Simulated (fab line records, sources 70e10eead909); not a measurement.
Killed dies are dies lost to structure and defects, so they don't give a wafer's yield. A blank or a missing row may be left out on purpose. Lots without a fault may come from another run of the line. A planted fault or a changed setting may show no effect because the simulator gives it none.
Which tool did it? | flow nand_harc | 13 lots, 39 wafers sampled, at 4 steps of a route of 1159

WHAT THE GAUGES READ, wafer by wafer
The record holds no reading of a measuring or inspecting step that can be judged against a usual standard deviation.

WHICH TOOL RAN EACH LOT (tool, then ch and the chambers of the sampled wafers, then the start)
lot  | NHARC_A_WL_FILL_RTA_01           | NHARC_A_WL_FILL_CVD_03        | NHARC_A_WL_FILL_ETCHBACK_17       | NHARC_A_WL_FILL_ETCHBACK_26
L661 | rtp_anneal-02 ch 0, day 14 17:10 | cvd_w-02 ch 0,1, day 14 19:04 | rie_metal-01 ch 0,1, day 15 09:04 | rie_si-01 ch 0,2, day 15 14:08
L664 | rtp_anneal-01 ch 0, day 15 12:10 | cvd_w-02 ch 1, day 15 13:33   | rie_metal-03 ch 0,1, day 16 02:54 | rie_si-02 ch 1,3, day 16 08:05
L663 | rtp_anneal-02 ch 0, day 15 12:17 | cvd_w-01 ch 0,1, day 15 14:15 | rie_metal-02 ch 0,1, day 16 02:58 | rie_si-01 ch 2,3, day 16 08:05
L665 | rtp_anneal-01 ch 0, day 15 19:59 | cvd_w-01 ch 0,1, day 15 22:10 | rie_metal-02 ch 0,1, day 16 11:46 | rie_si-01 ch 0,2, day 16 16:59
L666 | rtp_anneal-02 ch 0, day 15 20:07 | cvd_w-02 ch 0,1, day 15 22:29 | rie_metal-01 ch 0,1, day 16 11:52 | rie_si-05 ch 0,2,3, day 16 16:59
L669 | rtp_anneal-01 ch 0, day 16 14:44 | cvd_w-01 ch 0,1, day 16 18:56 | rie_metal-01 ch 0,1, day 17 07:55 | rie_si-05 ch 0,1,3, day 17 12:53
L672 | rtp_anneal-01 ch 0, day 17 06:22 | cvd_w-02 ch 0,1, day 17 07:43 | rie_metal-01 ch 0,1, day 17 21:42 | rie_si-05 ch 0,1,3, day 18 03:05
L678 | rtp_anneal-02 ch 0, day 19 02:55 | cvd_w-01 ch 0,1, day 19 04:02 | rie_metal-03 ch 0,1, day 19 18:19 | rie_si-01 ch 1,2,3, day 19 23:22
L680 | rtp_anneal-02 ch 0, day 19 13:54 | cvd_w-02 ch 1, day 19 14:34   | rie_metal-02 ch 0,1, day 20 04:32 | rie_si-02 ch 1,2,3, day 20 09:50
L679 | rtp_anneal-01 ch 0, day 19 14:05 | cvd_w-01 ch 0,1, day 19 14:45 | rie_metal-01 ch 0,1, day 20 04:35 | rie_si-01 ch 0,1,3, day 20 09:49
L682 | rtp_anneal-01 ch 0, day 19 17:26 | cvd_w-01 ch 0,1, day 19 18:46 | rie_metal-01 ch 0,1, day 20 09:23 | rie_si-05 ch 0,1,3, day 20 14:10
L684 | rtp_anneal-01 ch 0, day 20 10:43 | cvd_w-01 ch 0,1, day 20 16:18 | rie_metal-03 ch 0,1, day 21 04:41 | rie_si-02 ch 0,3, day 21 10:03
L683 | rtp_anneal-02 ch 0, day 20 16:07 | cvd_w-01 ch 0,1, day 21 06:43 | rie_metal-01 ch 0,1, day 21 20:29 | rie_si-05 ch 0,2,3, day 22 01:38
- NHARC_A_WL_FILL_RTA_01: time 5 s.
- NHARC_A_WL_FILL_CVD_03: deposits W, target thk 40 nm, time 3302 s.
- NHARC_A_WL_FILL_ETCHBACK_17: etches the open film in Cl2/BCl3, target depth 4 nm, time 26.7 s.
- NHARC_A_WL_FILL_ETCHBACK_26: etches the open film in HBr, target depth 52 nm, time 13.3 s.

WHAT THE TOOLS THEMSELVES READ (means of the sampled wafers that have a number; where no wafer has one, the mark that the record gives instead)
NHARC_A_WL_FILL_RTA_01. Usual: lamp_power_pct 28.74 %, standard deviation 0.18; wafer_temp_C_max 1004.7, standard deviation 1.
lot  | tool          | lamp_power_pct (%) | wafer_temp_C_max | flag
L661 | rtp_anneal-02 | 28.93              | 1005.1           |
L664 | rtp_anneal-01 | 28.51              | 1006.0           |
L663 | rtp_anneal-02 | 28.90              | 1003.3           |
L665 | rtp_anneal-01 | 28.57              | 1005.1           |
L666 | rtp_anneal-02 | 28.92              | 1004.6           |
L669 | rtp_anneal-01 | 28.57              | 1004.8           |
L672 | rtp_anneal-01 | 28.56              | 1006.4           |
L678 | rtp_anneal-02 | 28.89              | 1004.1           |
L680 | rtp_anneal-02 | 28.88              | 1003.7           |
L679 | rtp_anneal-01 | 28.55              | 1004.1           |
L682 | rtp_anneal-01 | 28.55              | 1005.5           |
L684 | rtp_anneal-01 | 28.55              | 1005.6           |
L683 | rtp_anneal-02 | 28.95              | 1003.5           |

NHARC_A_WL_FILL_CVD_03. Usual: heater_power_w 490 W, standard deviation 23; throttle_valve_pct 7.94 %, standard deviation 0.24.
lot  | tool     | heater_power_w (W) | throttle_valve_pct (%) | flag
L661 | cvd_w-02 | 494                | 8.06                   |
L664 | cvd_w-02 | 494                | 7.98                   |
L663 | cvd_w-01 | 482                | 7.83                   |
L665 | cvd_w-01 | 476                | 8.02                   |
L666 | cvd_w-02 | 500                | 8.01                   |
L669 | cvd_w-01 | 487                | 8.09                   |
L672 | cvd_w-02 | 509                | 7.82                   |
L678 | cvd_w-01 | 490                | 8.07                   |
L680 | cvd_w-02 | 502                | 8.13                   |
L679 | cvd_w-01 | 483                | 8.13                   |
L682 | cvd_w-01 | 500                | 7.92                   |
L684 | cvd_w-01 | 475                | 8.19                   |
L683 | cvd_w-01 | 458                | 7.90                   |

NHARC_A_WL_FILL_ETCHBACK_17. Usual: drypump_motor_current_A 5.7 A, standard deviation 0.46; oes_product_au 1.000 a.u., standard deviation 0.0095; run_length_s 48.0 s, standard deviation 0.42.
lot  | tool         | drypump_motor_current_A (A) | oes_product_au (a.u.) | run_length_s (s) | flag
L661 | rie_metal-01 | 6.0                         | 0.993                 | 47.8             |
L664 | rie_metal-03 | 5.8                         | 1.011                 | 48.3             |
L663 | rie_metal-02 | 5.2                         | 1.009                 | 48.5             |
L665 | rie_metal-02 | 5.3                         | 1.008                 | 48.2             |
L666 | rie_metal-01 | 6.2                         | 0.990                 | 47.9             |
L669 | rie_metal-01 | 6.1                         | 0.994                 | 41.0             | OFF
L672 | rie_metal-01 | 6.1                         | 1.001                 | 40.8             | OFF
L678 | rie_metal-03 | 5.7                         | 1.010                 | 48.4             |
L680 | rie_metal-02 | 5.3                         | 1.003                 | 48.0             |
L679 | rie_metal-01 | 6.3                         | 0.998                 | 47.9             |
L682 | rie_metal-01 | 6.1                         | 0.999                 | 47.8             |
L684 | rie_metal-03 | 5.5                         | 1.005                 | 48.1             |
L683 | rie_metal-01 | 6.0                         | 0.995                 | 47.9             |

NHARC_A_WL_FILL_ETCHBACK_26. Usual: bias_w 60.00 W, standard deviation 0.18; drypump_motor_current_A 5.7 A, standard deviation 0.39; oes_product_au 1.005 a.u., standard deviation 0.012; run_length_s 34.4 s, standard deviation 0.4; throttle_valve_pct 23.267 %, standard deviation 0.0087.
lot  | tool      | bias_w (W) | drypump_motor_current_A (A) | oes_product_au (a.u.) | run_length_s (s) | throttle_valve_pct (%) | flag
L661 | rie_si-01 | 60.12      | 5.1                         | 1.004                 | 34.7             | 23.259                 |
L664 | rie_si-02 | 60.09      | 5.9                         | 0.991                 | 34.6             | 23.262                 |
L663 | rie_si-01 | 60.14      | 5.4                         | 1.000                 | 34.7             | 23.267                 |
L665 | rie_si-01 | 59.84      | 5.1                         | 1.011                 | 34.5             | 23.267                 |
L666 | rie_si-05 | 60.06      | 5.6                         | 1.004                 | 34.1             | 23.271                 |
L669 | rie_si-05 | 59.96      | 5.7                         | 1.004                 | 34.1             | 23.261                 |
L672 | rie_si-05 | 59.89      | 5.7                         | 0.993                 | 34.3             | 23.265                 |
L678 | rie_si-01 | 59.95      | 5.8                         | 1.010                 | 34.2             | 23.272                 |
L680 | rie_si-02 | 60.00      | 5.9                         | 1.004                 | 34.8             | 23.269                 |
L679 | rie_si-01 | 60.07      | 5.8                         | 1.016                 | 34.3             | 23.263                 |
L682 | rie_si-05 | 60.05      | 5.7                         | 0.996                 | 34.5             | 23.269                 |
L684 | rie_si-02 | 59.81      | 6.0                         | 0.995                 | 35.0             | 23.265                 |
L683 | rie_si-05 | 60.18      | 5.7                         | 1.005                 | 34.4             | 23.270                 |

THE ANSWER, worked out from the rows above alone
Rule: a lot is off if the mean of its wafers that have a number lies more than 3 standard deviations from the usual mean. A lot without any number at a reading at which 4 lots or more have one is off too. The other lots that the step has rows for count as sound. The gauges are gone through in route order, then the tools' own readings, and for those a lot's mean is taken as printed above. The first step at which some lot is off is used, and at that step the reading that is off furthest; a lot without a number counts as furthest.
Off: L669, L672, at NHARC_A_WL_FILL_ETCHBACK_17 (run_length_s).
A tool fits if, at that step or a process step before it, it ran every lot that is off, and no sound lot after the first of them. None of those tried fits.

WHAT THE SIMULATOR HAD PUT IN
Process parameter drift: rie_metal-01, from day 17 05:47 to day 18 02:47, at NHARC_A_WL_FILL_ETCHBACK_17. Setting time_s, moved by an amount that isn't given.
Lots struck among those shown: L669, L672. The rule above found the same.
